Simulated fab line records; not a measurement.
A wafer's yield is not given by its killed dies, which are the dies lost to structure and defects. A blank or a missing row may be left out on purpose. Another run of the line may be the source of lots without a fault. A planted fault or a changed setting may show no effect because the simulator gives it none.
Chamber matching || flow nand harc || 4 sister chambers for NHARC_A_BLC_DESCUM_15 on rie diel-03
The step chemistry O2, time 3 s. 16 wafers are shown with their chamber, then 8 later ones without.

## EACH WAFER AND ITS CHAMBER
{"wafer": "L643.1", "chamber": 2, "showerhead plenum p Torr (Torr)": 1.88, "drypump motor current A (A)": 5.3, "rf vpp V (V)": 57.7}
{"wafer": "L643.2", "chamber": 0, "showerhead plenum p Torr (Torr)": 1.80, "drypump motor current A (A)": 6.3, "rf vpp V (V)": 56.5}
{"wafer": "L643.4", "chamber": 3, "showerhead plenum p Torr (Torr)": 1.85, "drypump motor current A (A)": 5.4, "rf vpp V (V)": 58.0}
{"wafer": "L645.1", "chamber": 0, "showerhead plenum p Torr (Torr)": 1.80, "drypump motor current A (A)": 6.3, "rf vpp V (V)": 56.9}
{"wafer": "L645.2", "chamber": 3, "showerhead plenum p Torr (Torr)": 1.84, "drypump motor current A (A)": 5.4, "rf vpp V (V)": 57.3}
{"wafer": "L645.3", "chamber": 1, "showerhead plenum p Torr (Torr)": 2.04, "drypump motor current A (A)": 6.1, "rf vpp V (V)": 58.0}
{"wafer": "L650.2", "chamber": 1, "showerhead plenum p Torr (Torr)": 2.04, "drypump motor current A (A)": 6.1, "rf vpp V (V)": 59.8}
{"wafer": "L650.5", "chamber": 2, "showerhead plenum p Torr (Torr)": 1.88, "drypump motor current A (A)": 5.3, "rf vpp V (V)": 57.5}
{"wafer": "L650.6", "chamber": 1, "showerhead plenum p Torr (Torr)": 2.04, "drypump motor current A (A)": 6.1, "rf vpp V (V)": 58.1}
{"wafer": "L651.2", "chamber": 1, "showerhead plenum p Torr (Torr)": 2.04, "drypump motor current A (A)": 6.1, "rf vpp V (V)": 59.6}
{"wafer": "L651.4", "chamber": 0, "showerhead plenum p Torr (Torr)": 1.80, "drypump motor current A (A)": 6.3, "rf vpp V (V)": 57.3}
{"wafer": "L651.5", "chamber": 1, "showerhead plenum p Torr (Torr)": 2.04, "drypump motor current A (A)": 6.1, "rf vpp V (V)": 59.1}
{"wafer": "L653.2", "chamber": 3, "showerhead plenum p Torr (Torr)": 1.84, "drypump motor current A (A)": 5.5, "rf vpp V (V)": 56.9}
{"wafer": "L653.3", "chamber": 2, "showerhead plenum p Torr (Torr)": 1.88, "drypump motor current A (A)": 5.3, "rf vpp V (V)": 58.2}
{"wafer": "L653.4", "chamber": 1, "showerhead plenum p Torr (Torr)": 2.04, "drypump motor current A (A)": 6.1, "rf vpp V (V)": 58.7}
{"wafer": "L663.1", "chamber": 3, "showerhead plenum p Torr (Torr)": 1.84, "drypump motor current A (A)": 5.4, "rf vpp V (V)": 57.2}

SIGNATURES, as means of the wafers listed above
{"reading": "showerhead plenum p Torr", "chamber 0": 1.8000, "chamber 1": 2.0400, "chamber 2": 1.8800, "chamber 3": 1.8425, "scatter within a chamber": 0.0025}
{"reading": "drypump motor current A", "chamber 0": 6.300, "chamber 1": 6.100, "chamber 2": 5.300, "chamber 3": 5.425, "scatter within a chamber": 0.025}
{"reading": "rf vpp V", "chamber 0": 56.900, "chamber 1": 58.883, "chamber 2": 57.800, "chamber 3": 57.350, "scatter within a chamber": 0.582}
Rule: distance of a wafer from a chamber = root of the sum over the readings of ((wafer's reading minus chamber's mean) / reading's scatter) squared. The wafer belongs to the nearest chamber; if the next one is less than 2 further off, it can't be placed. The scatter: take each reading less its chamber's mean, square it, sum over the shown wafers, divide by the number of wafers less the number of chambers, and take the root.

## WAFERS WITHOUT THEIR CHAMBER
{"wafer": "L663.4", "showerhead plenum p Torr (Torr)": 1.80, "drypump motor current A (A)": 6.3, "rf vpp V (V)": 58.0}
{"wafer": "L663.5", "showerhead plenum p Torr (Torr)": 1.80, "drypump motor current A (A)": 6.4, "rf vpp V (V)": 56.6}
{"wafer": "L664.3", "showerhead plenum p Torr (Torr)": 1.84, "drypump motor current A (A)": 5.4, "rf vpp V (V)": 57.9}
{"wafer": "L664.4", "showerhead plenum p Torr (Torr)": 1.87, "drypump motor current A (A)": 5.2, "rf vpp V (V)": 58.0}
{"wafer": "L664.5", "showerhead plenum p Torr (Torr)": 1.84, "drypump motor current A (A)": 5.4, "rf vpp V (V)": 58.8}
{"wafer": "L665.1", "showerhead plenum p Torr (Torr)": 1.84, "drypump motor current A (A)": 5.4, "rf vpp V (V)": 57.4}
{"wafer": "L665.4", "showerhead plenum p Torr (Torr)": 1.87, "drypump motor current A (A)": 5.3, "rf vpp V (V)": 58.1}
{"wafer": "L665.5", "showerhead plenum p Torr (Torr)": 1.80, "drypump motor current A (A)": 6.3, "rf vpp V (V)": 57.0}

## EACH ONE'S CHAMBER
{"wafer": "L663.4", "from the rows above": 0, "in truth": 0}
{"wafer": "L663.5", "from the rows above": 0, "in truth": 0}
{"wafer": "L664.3", "from the rows above": 3, "in truth": 3}
{"wafer": "L664.4", "from the rows above": 2, "in truth": 2}
{"wafer": "L664.5", "from the rows above": 3, "in truth": 3}
{"wafer": "L665.1", "from the rows above": 3, "in truth": 3}
{"wafer": "L665.4", "from the rows above": 2, "in truth": 2}
{"wafer": "L665.5", "from the rows above": 0, "in truth": 0}
Correct placement for 8 of the 8. Number that these rows cannot place: 0. Number placed wrongly: 0.
